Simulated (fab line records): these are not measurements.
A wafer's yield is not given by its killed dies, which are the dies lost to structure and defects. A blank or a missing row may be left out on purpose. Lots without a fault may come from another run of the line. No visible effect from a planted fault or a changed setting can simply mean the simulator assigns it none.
fab line records | flow n5-finfet
record lots=8 wafers=24 last-day=18
route steps=1938 shown PMOS_HMC_CHANNEL_EPI@68 FIN_SAQP@95 BEOL_M4@1111 PASSIVATION@1936
lots with no fault: from the same line, run without faults
start-h: hours from the record's first day to the start of the lot's first wafer shown | wait-h: how many hours have passed since the lot's step before this one | " identical to the entry in the row above | L1.1+2: several wafers, shown together as one row | - no value present, or no start provided | * or withheld: withheld | < > ~ a bound
route shown NAME@n: names a module that has steps shown in the file, with the first one's number in the route | usual: average and standard deviation across the fault-free wafers | same: alike in all rows | chamber/n: place in a boat | sites: the reading at each site | _std_site: the values' standard deviation | _edge_site: inner sites' mean taken away from outer sites' mean | radius-mm: for every site, how far away it sits from the centre of the wafer | mask NAME#n: copy n | behind: tool/chamber where the wafer was last shaped | hold: what put the lot on hold/how long, in hours/how the hold closed | device: names the non-switching transistor (n, p or np) | end of line: at the end of the route, the tests of the same wafers | step lacking rows: just its recipe | killed: not the wafer's yield, but the dies lost to structure and defects at the first sort | map: shows each die of a wafer: x if killed, . if not, _ if none is there
set.NAME: setting as actually run; set.NAME@STEP: the setting as run at that earlier step | model.NAME: the simulator's own value behind a step, which no gauge read
the route's steps for a sample of lots (tables are steps, rows are wafers)
services: from which hour (start-h, from the record's first day; less than 0 if before it) a tool's chamber was out of use, for how many hours, and why
## steps
# step N5_PMOS_HMC_CHANNEL_EPI_DESCUM_14
# recipe chemistry=O2 time-s=7.9 source-power-w=50 bias-power-w=20 pressure-mtorr=20 rf-frequency-hz=2.712e+07 temp-c=40 resist=CAR-ArF-block o2-flow-sccm=225
# usual drypump-motor-current-A=5.6/0.42 oes-product-au=0.82/0.1 rf-vpp-V=243.4/1.4 showerhead-plenum-p-Torr=2.11/0.084 throttle-valve-pct=20.45/0.21
# columns lot.wafer tool chamber start-h wait-h drypump-motor-current-A oes-product-au rf-hours-counter-h rf-vpp-V showerhead-plenum-p-Torr throttle-valve-pct
L259.2 rie-diel-04 0 47.58 0.4 5.8 0.71 205 244.7 2.15 20.48
L259.4 " 1 " " 5.7 0.89 39 243.8 2.05 20.09
L259.5 " 1 " " 5.7 0.89 - 243.2 2.05 20.09
L261.1 rie-diel-01 3 59.45 0.0 5.4 0.97 6 242.6 2.14 20.30
L261.3 " 2 " " 5.5 0.72 209 243.9 2.07 20.51
L261.5 " 0 " " 5.1 0.94 - 244.4 2.24 20.43
L262.1 rie-diel-03 2 65.26 0.0 5.4 0.87 51 244.5 2.22 20.67
L262.4 " 3 " " 4.8 0.91 17 242.5 2.05 20.56
L262.5 " 1 " " 5.9 0.94 - 244.1 2.14 20.30
L263.2 rie-diel-03 3 71.26 0.0 4.7 0.91 19 242.5 2.05 20.55
L263.5 " 2 " " 5.4 0.86 - 244.0 2.22 20.69
L263.6 " 1 " " 5.9 0.94 - 246.4 2.14 20.29
L267.1 rie-diel-01 0 94.94 0.0 5.1 0.90 27 244.7 2.24 20.44
L267.3 " 1 " " 6.0 0.93 4 247.1 2.24 19.96
L267.5 " 1 " " 6.0 0.93 - 244.9 2.24 19.96
L271.2 rie-diel-03 1 119.59 0.0 5.9 0.92 21 243.7 2.14 20.32
L271.4 " 3 " " 4.7 0.89 32 241.6 2.04 20.56
L271.5 " 0 " " 5.2 0.71 - 241.0 1.99 20.65
L273.1 rie-diel-04 2 131.51 0.0 5.8 0.69 213 244.4 2.17 20.67
L273.3 " 0 " " 5.7 0.69 229 244.0 2.14 20.54
L273.6 " 1 " " 5.7 0.86 - 243.8 2.04 20.12
L276.3 rie-diel-04 2 149.59 0.0 5.8 0.69 218 244.5 2.16 20.68
L276.4 " 1 " " 5.7 0.85 61 243.2 2.04 20.13
L276.5 " 1 " " 5.7 0.85 - 242.6 2.04 20.14
# step N5_FIN_SAQP_DENSIFY_62
# recipe temp-c=700 time-s=60 ambient=N2 idle-temp-c=600 ramp-up-c-per-s=150 ramp-down-c-per-s=60 cool-to-c=600
# usual lamp-power-pct=9.84/0.051 lamp_zone_1_pct=9.845/0.01 wafer_temp_C_max=703.4/0.64
# columns lot.wafer tool chamber start-h wait-h lamp-power-pct lamp_zone_1_pct wafer_temp_C_max
L259.2 rtp-anneal-02 0 50.83 0.3 9.81 9.841 705.2
L259.4 " 0 " " 9.91 9.855 702.7
L259.5 " 0 " " 9.76 9.827 703.7
L261.1 rtp-anneal-01 0 62.98 0.1 9.73 9.838 702.8
L261.3 " 0 " " 9.88 9.845 703.4
L261.5 " 0 " " 9.88 9.838 703.1
L262.1 rtp-anneal-01 0 68.73 0.1 9.86 9.837 704.1
L262.4 " 0 " " 9.82 9.850 704.1
L262.5 " 0 " " 9.85 9.838 703.3
L263.2 rtp-anneal-01 0 74.66 0.3 9.92 9.861 703.3
L263.5 " 0 " " 9.85 9.857 704.0
L263.6 " 0 " " 9.80 9.838 703.6
L267.1 rtp-anneal-02 0 98.35 0.2 9.84 9.851 702.5
L267.3 " 0 " " 9.87 9.830 703.7
L267.5 " 0 " " 9.81 9.840 703.5
L271.2 rtp-anneal-02 0 123.21 0.3 9.77 9.842 703.2
L271.4 " 0 " " 9.82 9.830 703.2
L271.5 " 0 " " 9.78 9.837 703.2
L273.1 rtp-anneal-01 0 134.79 0.3 9.87 9.847 704.3
L273.3 " 0 " " 9.85 9.846 706.0
L273.6 " 0 " " 9.86 9.838 703.9
L276.3 rtp-anneal-02 0 152.83 0.2 9.81 9.855 704.2
L276.4 " 0 " " 9.73 9.835 703.3
L276.5 " 0 " " 9.71 9.847 702.7
# step N5_FIN_SAQP_PECVD_06
# recipe material=a-Si target-thk-a=600 temp-c=400 precursor=SiH4/He pressure-torr=3 rf-w=100 time-s=48.1
# usual chamber-pressure-Torr=3.001/0.0064 heater-power-outer-w=548/80 heater-power-w=869/95 showerhead-plenum-p-Torr=5.67/0.046 throttle-valve-pct=18.0/0.69
# columns lot.wafer tool chamber start-h wait-h chamber-pressure-Torr heater-power-outer-w heater-power-w showerhead-plenum-p-Torr throttle-valve-pct
L259.2 pecvd-04 1 51.22 0.0 3.003 465 797 5.61 18.7
L259.4 " 1 " " 2.996 467 808 5.61 19.0
L259.5 " 2 " " 3.006 575 921 5.71 16.8
L261.1 pecvd-02 2 63.40 0.0 - - - - -
L261.3 " 0 " " - - - - -
L261.5 " 1 " " - - - - -
L262.1 pecvd-02 2 69.15 0.0 - - - - -
L262.4 " 1 " " - - - - -
L262.5 " 0 " " - - - - -
L263.2 pecvd-04 0 75.05 0.0 - - - - -
L263.5 " 2 " " - - - - -
L263.6 " 1 " " - - - - -
L267.1 pecvd-02 2 98.77 0.0 3.002 504 799 5.70 16.8
L267.3 " 0 " " 3.009 590 858 5.68 18.3
L267.5 " 2 " " 2.998 528 778 5.67 17.2
L271.2 pecvd-02 2 123.63 0.0 2.996 526 825 5.68 17.3
L271.4 " 2 " " 3.000 539 824 5.68 17.1
L271.5 " 0 " " 3.003 613 907 5.67 18.4
L273.1 pecvd-03 1 135.21 0.0 3.008 591 906 5.74 18.3
L273.3 " 0 " " 3.003 630 965 5.68 18.4
L273.6 " 1 " " 3.003 598 907 5.76 18.0
L276.3 pecvd-04 2 153.19 0.0 3.001 568 944 5.70 16.8
L276.4 " 2 " " 3.002 586 954 5.71 17.1
L276.5 " 1 " " 3.001 418 724 5.61 19.0
# step N5_FIN_SAQP_THK_MEAS_07
# usual thk-nm=60.2/0.84
# columns lot.wafer tool chamber start-h wait-h thk-nm
L259.2 film-metro-02 - 51.31 0.1 59.1
L259.4 " - " " 60.1
L259.5 " - " " 60.8
L261.1 film-metro-01 - 63.49 0.1 24.8
L261.3 " - " " 24.8
L261.5 " - " " 25.4
L262.1 film-metro-01 - 69.24 0.1 25.2
L262.4 " - " " 25.3
L262.5 " - " " 25.1
L263.2 film-metro-01 - 75.14 0.1 25.3
L263.5 " - " " 25.6
L263.6 " - " " 25.2
L267.1 film-metro-01 - 98.86 0.1 59.0
L267.3 " - " " 59.1
L267.5 " - " " 60.2
L271.2 film-metro-01 - 123.72 0.1 58.5
L271.4 " - " " 59.1
L271.5 " - " " 60.2
L273.1 film-metro-02 - 135.30 0.1 59.6
L273.3 " - " " 59.1
L273.6 " - " " 60.6
L276.3 film-metro-02 - 153.28 0.1 60.1
L276.4 " - " " 61.3
L276.5 " - " " 60.4
# step N5_FIN_SAQP_ETCH_52
# recipe chemistry=N2/H2 target=SOC target-depth-a=1000 overetch-a=200 mask-material=SiARC temp-c=40 time-s=150 ion-energy-ev=200 pressure-mtorr=30 source-w=840 bias-w=150 n2-flow-sccm=200 h2-flow-sccm=200 ends=end-point
# usual drypump-motor-current-A=5.9/0.36 oes-product-au=0.68/0.062 rf-vpp-V=522.6/2.1 showerhead-plenum-p-Torr=2.50/0.07 throttle-valve-pct=17.96/0.23
# columns lot.wafer tool chamber start-h wait-h drypump-motor-current-A oes-product-au rf-hours-counter-h rf-vpp-V showerhead-plenum-p-Torr throttle-valve-pct
L259.2 rie-diel-06 0 51.86 0.0 5.8 0.62 234 523.3 2.50 18.08
L259.4 " 2 " " 5.9 0.63 224 521.9 2.50 17.61
L259.5 " 0 " " 5.8 0.61 - 524.2 2.50 18.08
L261.1 rie-diel-02 1 64.16 0.0 5.0 0.69 148 521.1 2.44 17.79
L261.3 " 3 " " 6.1 0.66 161 519.3 2.44 18.29
L261.5 " 2 " " 6.1 0.70 - 527.4 2.65 18.20
L262.1 rie-diel-02 3 69.91 0.0 6.1 0.65 162 520.4 2.44 18.27
L262.4 " 2 " " 6.1 0.69 149 527.4 2.65 18.18
L262.5 " 3 " " 6.1 0.66 - 519.7 2.44 18.28
L263.2 rie-diel-02 0 75.81 0.0 5.9 0.66 177 520.0 2.42 18.01
L263.5 " 2 " " 6.2 0.69 - 527.1 2.65 18.19
L263.6 " 1 " " 5.0 0.68 - 520.5 2.44 17.77
L267.1 rie-diel-06 2 99.68 0.0 5.9 0.62 241 522.8 2.49 17.66
L267.3 " 3 " " 6.2 0.70 140 522.2 2.45 17.85
L267.5 " 2 " " 5.9 0.62 - 524.0 2.49 17.68
L271.2 rie-diel-06 2 124.41 0.0 5.9 0.61 249 523.4 2.49 17.68
L271.4 " 2 " " 5.9 0.61 - 522.7 2.49 17.66
L271.5 " 3 " " 6.2 0.70 - 521.9 2.44 17.85
L273.1 rie-diel-06 1 135.85 0.0 6.0 0.68 151 523.4 2.55 18.16
L273.3 " 3 " " 6.1 0.69 153 522.9 2.44 17.87
L273.6 " 1 " " 6.0 0.68 - 524.2 2.55 18.19
L276.3 rie-diel-06 0 154.06 0.0 5.8 0.85 10 522.2 2.49 17.65
L276.4 " 0 " " 5.8 0.85 - 520.7 2.49 17.67
L276.5 " 2 " " 5.9 0.89 - 521.6 2.49 17.25
# step N5_FIN_SAQP_CD_MEAS_27
# recipe target-cd-nm=20 landing-energy-ev=1000 detector=se-inlens polarity=line
# usual cd-nm=20.26/0.23
# same landing-energy-ev=1000
# columns lot.wafer tool chamber start-h wait-h cd-nm
L259.2 cd-sem-01 0 54.01 0.1 20.11
L259.4 " 0 " " 19.96
L259.5 " 0 " " 20.23
L261.1 cd-sem-01 0 66.11 0.1 -
L261.3 " 0 " " -
L261.5 " 0 " " -
L262.1 cd-sem-02 0 71.82 0.1 -
L262.4 " 0 " " -
L262.5 " 0 " " -
L263.2 cd-sem-03 0 77.72 0.1 -
L263.5 " 0 " " -
L263.6 " 0 " " -
L267.1 cd-sem-02 0 101.60 0.1 20.38
L267.3 " 0 " " 20.16
L267.5 " 0 " " 20.19
L271.2 cd-sem-03 0 126.76 0.1 20.14
L271.4 " 0 " " 20.17
L271.5 " 0 " " 20.32
L273.1 cd-sem-03 0 137.86 0.1 20.49
L273.3 " 0 " " 20.30
L273.6 " 0 " " 20.26
L276.3 cd-sem-02 0 156.21 0.1 20.09
L276.4 " 0 " " 20.31
L276.5 " 0 " " 20.01
# step N5_BEOL_M4_RC_MEAS_101
# usual DIBL_N=36.4/1.3 DIBL_P=36.5/1.7 IOFF_N=0.154/0.022 IOFF_P=0.202/0.025 ION_N=671/9.8 ION_P=460/6.8 SS_N=71.6/0.54 SS_P=73.4/0.58 VT_N=250.9/2.8 VT_P=-251.4/2.7
# columns lot.wafer tool chamber start-h wait-h DIBL_N[mV/V] DIBL_P[mV/V] IOFF_N[nA/um] IOFF_P[nA/um] ION_N[uA/um] ION_P[uA/um] SS_N[mV/dec] SS_P[mV/dec] VT_N[mV] VT_P[mV]
L259.2 prober-02 0 194.46 0.2 36.6 37.2 0.147 0.204 679 463 72.0 73.4 249.0 -249.7
L259.4 " 0 " " 36.0 36.3 0.145 0.201 694 469 71.6 72.9 250.9 -250.8
L259.5 " 0 " " 35.3 35.5 0.134 0.183 665 460 71.7 73.3 251.9 -252.3
L267.1 prober-02 0 230.72 0.0 36.2 36.7 0.164 0.205 681 464 71.7 72.6 250.9 -250.8
L267.3 " 0 " " 35.1 35.4 0.143 0.187 671 459 71.8 72.5 252.5 -251.6
L267.5 " 0 " " 34.2 33.9 0.132 0.176 671 458 71.3 72.5 251.3 -253.4
L271.2 prober-01 0 268.42 0.2 34.8 34.5 0.125 0.172 655 449 71.9 72.9 256.1 -255.7
L271.4 " 0 " " 35.5 35.5 0.136 0.194 660 458 71.4 73.9 254.0 -254.8
L271.5 " 0 " " 36.8 36.3 0.145 0.209 659 458 71.2 73.0 250.3 -253.4
L273.1 prober-01 0 282.60 0.0 35.8 35.5 0.135 0.225 662 466 70.9 73.0 253.4 -250.0
L273.3 " 0 " " 38.0 37.1 0.161 0.260 656 461 72.7 73.9 249.9 -247.8
L273.6 " 0 " " 36.2 35.9 0.139 0.243 655 458 71.7 73.3 252.5 -245.9
L276.3 prober-01 0 310.98 0.3 34.7 34.7 0.130 0.191 662 459 71.6 72.5 253.3 -251.2
L276.4 " 0 " " 35.0 35.3 0.134 0.199 679 466 70.6 72.7 251.0 -248.1
L276.5 " 0 " " 35.2 36.0 0.145 0.215 672 464 71.2 72.4 250.8 -249.1
# step N5_PASSIVATION_PROBE_49
# usual defect-limited-yield=91.1/1.3 killed_at_M0_to_M3=34/10 killed_at_M4_up=14/5.7 killed-at-contacts=12/5.9 killed-at-front-end=41/12 killed-at-other=4/3.1 killed-dies=105/15 killed-on-rim=14/4.2 killed-open=69/11 killed-short=35/7.8 sort_bin_5_function=5.3/0.81 sort_bin_6_memory=3.3/0.75 sort_bin_8_speed=0.00/0.007 sort-n-pass=1075/15 sort-yield-pct=91.1/1.3
# same gross-dies=1180 killed-at-back-side=0 sort_bin_4_leakage[%]=0
# columns lot.wafer tool chamber start-h wait-h defect-limited-yield[%] killed_at_M0_to_M3 killed_at_M4_up killed-at-contacts killed-at-front-end killed-at-other killed-dies killed-on-rim killed-open killed-short sort_bin_5_function[%] sort_bin_6_memory[%] sort_bin_8_speed[%] sort-n-pass sort-yield-pct[%]
L259.2 prober-01 - 317.98 0.8 93.3 25 12 16 25 1 79 7 46 33 4.2 2.1 0 1101 93.3
L259.4 prober-01 - 318.08 0.9 90.9 32 14 10 49 2 107 13 67 40 6.1 2.8 0 1073 90.9
L259.5 prober-01 - 318.13 0.9 90.3 39 10 20 40 5 114 12 77 36 4.9 4.5 0 1066 90.3
L263.2 prober-01 - 324.55 0.1 0 2 2 6 1170 0 1180 152 14 2 73.1 2.8 0 0 0
L263.5 prober-01 - 324.70 0.2 0 6 1 1 1170 2 1180 152 12 4 71.8 3.1 0 0 0
L263.6 prober-01 - 324.75 0.3 0 14 4 2 1159 1 1180 152 16 8 73.6 2.5 0 0 0
L262.1 prober-02 - 329.65 0.0 0 5 0 5 1170 0 1180 152 14 8 72.5 3.3 0 0 0
L262.4 prober-02 - 329.80 0.2 0 3 3 2 1171 1 1180 152 15 10 73.1 3.2 0 0 0
L262.5 prober-02 - 329.85 0.2 0 13 3 5 1158 1 1180 152 27 10 74.2 2.5 0 0 0
L267.1 prober-02 - 330.19 0.0 89.9 31 18 6 55 9 119 14 72 45 5.5 4.2 0 1061 89.9
L267.3 prober-02 - 330.29 0.1 86.2 65 15 6 71 6 163 21 111 48 6.9 6.1 0 1017 86.2
L267.5 prober-02 - 330.39 0.2 89.2 46 8 7 65 2 128 9 86 41 5.9 4.6 0 1052 89.2
L261.1 prober-01 - 336.50 0.0 0 8 1 2 1168 1 1180 152 14 6 75.9 2.1 0 0 0
L261.3 prober-01 - 336.60 0.1 0 10 2 2 1165 1 1180 152 15 7 73.0 2.6 0 0 0
L261.5 prober-01 - 336.70 0.2 0 6 2 6 1166 0 1180 152 16 3 73.5 2.6 0 0 0
L271.2 prober-01 - 382.70 0.1 89.7 36 21 7 55 2 121 16 73 43 5.8 4.2 0 1059 89.7
L271.4 prober-01 - 382.80 0.2 91.7 32 16 6 39 5 98 15 57 40 5.3 2.5 0 1082 91.7
L271.5 prober-01 - 382.85 0.2 92.2 27 12 9 41 3 92 15 55 36 4.8 2.7 0 1088 92.2
L273.1 prober-02 - 387.36 0.0 89.5 35 8 15 59 7 124 14 89 34 6.5 3.8 0 1056 89.5
L273.3 prober-02 - 387.46 0.1 90.3 32 16 6 56 5 115 18 83 32 5.6 3.7 0 1065 90.3
L273.6 prober-02 - 387.61 0.3 91.6 14 9 16 49 11 99 12 67 32 5.2 3.1 0.08 1080 91.5
L276.3 prober-01 - 423.49 0.7 92.1 42 12 7 29 3 93 11 59 34 4.3 3.3 0 1087 92.1
L276.4 prober-01 - 423.54 0.8 92.1 37 4 14 33 5 93 13 66 27 5.3 2.5 0 1087 92.1
L276.5 prober-01 - 423.59 0.8 89.7 44 10 22 42 4 122 19 85 37 5.9 4.0 0 1058 89.7
# killed by level:class
L259.2 MOL_CONTACT_COAG:geometric-particle:open=10 FIN_SAQP:geometric-particle:short=8 BEOL_M0_SAQP:geometric-particle:short=8 MOL_CONTACT_COAG:geometric-particle:short=6 FIN_SAQP:geometric-particle:open=6 BEOL_M4:geometric-particle:open=6 BEOL_M0_SAQP:geometric-particle:open=4 BEOL_M3:geometric-particle:short=4
L259.4 STI_FIN_REVEAL:geometric-particle:open=15 BEOL_M0_SAQP:geometric-particle:short=10 FIN_SAQP:geometric-particle:short=8 MOL_CONTACT_COAG:geometric-particle:open=8 BEOL_M0_SAQP:geometric-particle:open=8 BEOL_M4:geometric-particle:open=7 BEOL_M2:geometric-particle:open=6 ILD0:geometric-particle:open=4
L259.5 STI_FIN_REVEAL:geometric-particle:open=19 MOL_CONTACT_COAG:geometric-particle:open=17 BEOL_M0_SAQP:geometric-particle:short=11 BEOL_M0_SAQP:geometric-particle:open=11 BEOL_M1:geometric-particle:open=5 BEOL_M4:geometric-particle:open=4 PASS1_CAP:geometric-particle:short=4 FIN_SAQP:geometric-particle:open=3
L263.2 FIN_SAQP:lost-pattern=1161 MOL_CONTACT_COAG:geometric-particle:open=5 STI_FIN_REVEAL:geometric-particle:open=4 FIN_SAQP:area-pecvd=3 BEOL_M4:geometric-particle:open=2 STI_FIN_REVEAL:geometric-particle:short=1 ILD0:geometric-particle:open=1 MOL_CONTACT_COAG:geometric-particle:short=1
L263.5 FIN_SAQP:lost-pattern=1162 DUMMY_GATE:geometric-particle:open=4 PASS1_CAP:geometric-particle:open=2 BEOL_M0_SAQP:geometric-particle:short=2 BEOL_M0_SAQP:geometric-particle:open=2 FIN_SAQP:area-pecvd=2 STI_FIN_REVEAL:geometric-particle:open=1 DUMMY_GATE:geometric-particle:short=1
L263.6 FIN_SAQP:lost-pattern=1151 BEOL_M0_SAQP:geometric-particle:open=7 FIN_SAQP:area-pecvd=3 FIN_SAQP:geometric-particle:open=2 BEOL_M0_SAQP:geometric-particle:short=2 MOL_CONTACT_COAG:geometric-particle:open=2 BEOL_M3:geometric-particle:open=2 BEOL_M13:coat-microbubble-printed=2
L262.1 FIN_SAQP:lost-pattern=1155 MOL_CONTACT_COAG:geometric-particle:open=5 FIN_SAQP:geometric-particle:open=4 FIN_SAQP:geometric-particle:short=3 FIN_SAQP:area-pecvd=3 ILD0:geometric-particle:short=2 BEOL_M0_SAQP:geometric-particle:open=2 BEOL_M0_SAQP:geometric-particle:short=2
L262.4 FIN_SAQP:lost-pattern=1149 FIN_SAQP:geometric-particle:open=6 FIN_SAQP:area-pecvd=6 FIN_SAQP:geometric-particle:short=2 BEOL_M2:geometric-particle:open=2 FIN_CUT:geometric-particle:short=1 STI_FIN_REVEAL:geometric-particle:short=1 STI_FIN_REVEAL:geometric-particle:open=1
L262.5 FIN_SAQP:lost-pattern=1136 FIN_SAQP:area-pecvd=7 FIN_SAQP:geometric-particle:open=5 BEOL_M2:geometric-particle:open=5 MOL_CONTACT_COAG:geometric-particle:open=4 STI_FIN_REVEAL:geometric-particle:open=3 DUMMY_GATE:geometric-particle:open=3 BEOL_M0_SAQP:geometric-particle:short=3
L267.1 FIN_SAQP:geometric-particle:short=15 STI_FIN_REVEAL:geometric-particle:open=13 BEOL_M0_SAQP:geometric-particle:short=8 BEOL_M2:geometric-particle:open=8 FIN_SAQP:geometric-particle:open=6 BEOL_M3:geometric-particle:open=6 DUMMY_GATE:geometric-particle:open=5 MOL_CONTACT_COAG:geometric-particle:open=5
L267.3 BEOL_M0_SAQP:geometric-particle:open=17 FIN_SAQP:geometric-particle:short=15 STI_FIN_REVEAL:geometric-particle:open=15 BEOL_M0_SAQP:geometric-particle:short=13 FIN_SAQP:geometric-particle:open=11 DUMMY_GATE:geometric-particle:open=11 BEOL_M1:geometric-particle:open=11 BEOL_M2:geometric-particle:open=8
L267.5 STI_FIN_REVEAL:geometric-particle:open=25 FIN_SAQP:geometric-particle:short=10 BEOL_M0_SAQP:geometric-particle:open=8 BEOL_M0_SAQP:geometric-particle:short=8 BEOL_M1:geometric-particle:open=8 FIN_SAQP:geometric-particle:open=6 STARTING-WAFER:geometric-particle:open=6 BEOL_M3:geometric-particle:open=6
L261.1 FIN_SAQP:lost-pattern=1149 FIN_SAQP:area-pecvd=11 FIN_SAQP:geometric-particle:open=2 DUMMY_GATE:geometric-particle:open=2 MOL_CONTACT_COAG:geometric-particle:open=2 BEOL_M0:geometric-particle:open=2 BEOL_M1:geometric-particle:open=2 BEOL_M2:geometric-particle:open=2
L261.3 FIN_SAQP:lost-pattern=1151 FIN_SAQP:area-pecvd=7 BEOL_M0_SAQP:geometric-particle:short=3 BEOL_M1:geometric-particle:open=2 BEOL_M2:geometric-particle:open=2 BEOL_M4:geometric-particle:open=2 FIN_SAQP:geometric-particle:short=1 FIN_CUT:geometric-particle:open=1
L261.5 FIN_SAQP:lost-pattern=1158 MOL_CONTACT_COAG:geometric-particle:open=5 FIN_SAQP:area-pecvd=3 STI_FIN_REVEAL:geometric-particle:open=2 BEOL_M0_SAQP:geometric-particle:open=2 BEOL_M2:geometric-particle:open=2 DUMMY_GATE:geometric-particle:open=1 HKMG_FIN:geometric-particle:short=1
L271.2 FIN_SAQP:geometric-particle:open=19 BEOL_M0_SAQP:geometric-particle:short=14 FIN_SAQP:geometric-particle:short=11 BEOL_M0_SAQP:geometric-particle:open=11 BEOL_M4:geometric-particle:open=9 DUMMY_GATE:geometric-particle:open=6 MOL_CONTACT_COAG:geometric-particle:open=5 BEOL_M2:geometric-particle:open=5
L271.4 FIN_SAQP:geometric-particle:short=8 FIN_SAQP:geometric-particle:open=8 STI_FIN_REVEAL:geometric-particle:open=7 BEOL_M0_SAQP:geometric-particle:short=7 BEOL_M3:geometric-particle:open=6 BEOL_M0_SAQP:geometric-particle:open=5 BEOL_M2:geometric-particle:open=5 BEOL_M4:geometric-particle:open=5
L271.5 FIN_SAQP:geometric-particle:open=14 FIN_SAQP:geometric-particle:short=8 MOL_CONTACT_COAG:geometric-particle:open=8 GATE_CUT:geometric-particle:short=7 BEOL_M0_SAQP:geometric-particle:open=5 BEOL_M0_SAQP:geometric-particle:short=5 BEOL_M1:geometric-particle:open=5 DUMMY_GATE:geometric-particle:open=4
L273.1 STI_FIN_REVEAL:geometric-particle:open=14 MOL_CONTACT_COAG:geometric-particle:open=14 FIN_SAQP:geometric-particle:open=10 GATE_CUT:geometric-particle:open=7 BEOL_M1:geometric-particle:open=7 GATE_CUT:geometric-particle:short=7 BEOL_M2:geometric-particle:open=6 BEOL_M3:geometric-particle:open=6
L273.3 FIN_SAQP:geometric-particle:open=14 BEOL_M3:geometric-particle:open=10 BEOL_M2:geometric-particle:open=10 DUMMY_GATE:geometric-particle:open=7 BEOL_M4:geometric-particle:open=7 FIN_SAQP:geometric-particle:short=6 GATE_CUT:geometric-particle:open=6 GATE_CUT:geometric-particle:short=6
L273.6 MOL_CONTACT_COAG:geometric-particle:open=13 FIN_SAQP:geometric-particle:open=9 STI_FIN_REVEAL:geometric-particle:open=8 GATE_CUT:geometric-particle:short=6 FIN_SAQP:geometric-particle:short=4 GATE_CUT:geometric-particle:open=4 BEOL_M4:geometric-particle:open=4 PAD_METAL:geometric-particle:short=4
L276.3 BEOL_M0_SAQP:geometric-particle:open=15 BEOL_M0_SAQP:geometric-particle:short=14 GATE_CUT:geometric-particle:short=5 MOL_CONTACT_COAG:geometric-particle:open=5 BEOL_M3:geometric-particle:open=5 FIN_SAQP:geometric-particle:open=4 STI_FIN_REVEAL:geometric-particle:open=4 BEOL_M0:geometric-particle:open=4
L276.4 MOL_CONTACT_COAG:geometric-particle:open=14 BEOL_M3:geometric-particle:open=14 STI_FIN_REVEAL:geometric-particle:open=8 BEOL_M0_SAQP:geometric-particle:short=8 BEOL_M0_SAQP:geometric-particle:open=7 GATE_CUT:geometric-particle:short=5 FIN_SAQP:geometric-particle:open=4 ILD0:geometric-particle:open=4
L276.5 MOL_CONTACT_COAG:geometric-particle:open=16 STI_FIN_REVEAL:geometric-particle:open=12 BEOL_M0_SAQP:geometric-particle:open=12 FIN_SAQP:geometric-particle:open=10 BEOL_M0_SAQP:geometric-particle:short=9 BEOL_M3:geometric-particle:open=7 FIN_SAQP:geometric-particle:short=6 MOL_CONTACT_COAG:geometric-particle:short=6
## services
# columns tool chamber start-h hours kind
rie-diel-02 - 35.44 0.6 repair
pecvd-04 - 35.59 0.3 repair
pecvd-03 - 36.11 0.6 repair
rie-diel-02 0 38.20 4.3 repair
rie-diel-01 3 44.83 2.5 repair
pecvd-03 - 84.18 0.7 repair
rie-diel-04 1 89.19 5.1 repair
rie-diel-02 2 90.82 4.3 repair
rie-diel-06 0 102.20 - clean
rie-diel-06 0 102.20 - consumable-replace:focus-ring
rie-diel-06 0 102.20 26.8 scheduled-down
rie-diel-06 0 102.20 26.8 vent-cycle
rie-diel-01 0 102.36 22.0 repair
rie-diel-04 1 105.96 14.5 repair
pecvd-04 - 110.67 40.2 repair
pecvd-03 - 113.55 1.0 repair
pecvd-03 1 117.22 11.6 repair
rie-diel-04 3 120.72 9.8 repair
rie-diel-06 2 129.03 - clean
rie-diel-06 2 129.03 - consumable-replace:focus-ring
rie-diel-06 2 129.03 18.5 scheduled-down
rie-diel-06 2 129.03 18.5 vent-cycle
rie-diel-03 2 147.89 8.5 repair
rie-diel-04 - 150.63 0.2 repair
## key
first-sign step=N5_FIN_SAQP_PECVD_06 reading=tool-record direction=missing
effect step=N5_FIN_SAQP_THK_MEAS_07 reading=thk-nm direction=down sigmas=42 usual=* struck=*
effect step=N5_FIN_SAQP_CD_MEAS_27 reading=cd-nm direction=missing
effect step=N5_PASSIVATION_PROBE_49 reading=killed-at-front-end direction=up sigmas=92 usual=41 struck=1166
met-at N5_FIN_SAQP_PECVD_06
struck-lots L261,L262,L263
later-rows-left-out L261.1,L261.3,L261.5,L262.1,L262.4,L262.5,L263.2,L263.5,L263.6
not-acting-at N5_PMOS_HMC_CHANNEL_EPI_DESCUM_14,N5_FIN_SAQP_DENSIFY_62,N5_FIN_SAQP_ETCH_52
onset-between 51.22 63.40
fault kind=skipped-step-whole tool=pecvd-02,pecvd-04 chamber=- onset-h=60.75 steps=N5_FIN_SAQP_PECVD_06 scope=struck-lots-only
# later-rows-left-out: the simulator's readings of these wafers behind a module that went badly wrong aren't trusted and aren't shown, but for the sort
